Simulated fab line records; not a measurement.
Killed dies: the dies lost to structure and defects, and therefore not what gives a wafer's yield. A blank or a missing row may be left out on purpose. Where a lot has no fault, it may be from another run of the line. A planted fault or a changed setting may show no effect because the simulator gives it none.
Chamber matching	flow nand_harc	NHARC_P_M2_STRIP_18 on rie_diel-03 has 4 sister chambers
The step strips in N2/H2. 4 wafers are shown with their chamber, then 12 later ones without.

## WAFERS, EACH WITH ITS CHAMBER
wafer	chamber	drypump_motor_current_A (A)
L084.5	0	5.96
L083.3	1	5.64
L083.5	2	5.41
L083.6	3	5.54

## WAFERS MISSING THEIR CHAMBER
wafer	drypump_motor_current_A (A)
L090.1	5.97
L090.2	5.51
L090.5	5.65
L093.1	5.39
L093.2	5.61
L093.5	5.41
L096.2	5.96
L096.5	5.95
L096.6	5.56
L097.3	5.98
L097.4	5.68
L097.6	5.42

## CHAMBER TAKEN BY EACH
wafer	from the rows above	in truth
L090.1	0	0
L090.2	3	3
L090.5	1	1
L093.1	2	2
L093.2	can't be placed: 1 or 3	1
L093.5	2	2
L096.2	0	0
L096.5	0	0
L096.6	3	3
L097.3	0	0
L097.4	1	1
L097.6	2	2
Correctly placed: 11 of 12. Can't be placed from these rows: 1 (the true chamber is among the candidates in 1). Placed wrongly: 0.
How it was worked out, from the rows above alone: a wafer's distance from a chamber is the root of the sum, over the readings, of the square of ((its reading less the chamber's mean) divided by the reading's scatter). The wafer belongs to the nearest chamber; if the next one is less than 2 further off, it can't be placed. The mean given for a chamber averages the wafers shown for that chamber. The scatter (one wafer shown for each chamber): square how far every hidden wafer sits from the nearest shown wafer, average those squares and take the square root.
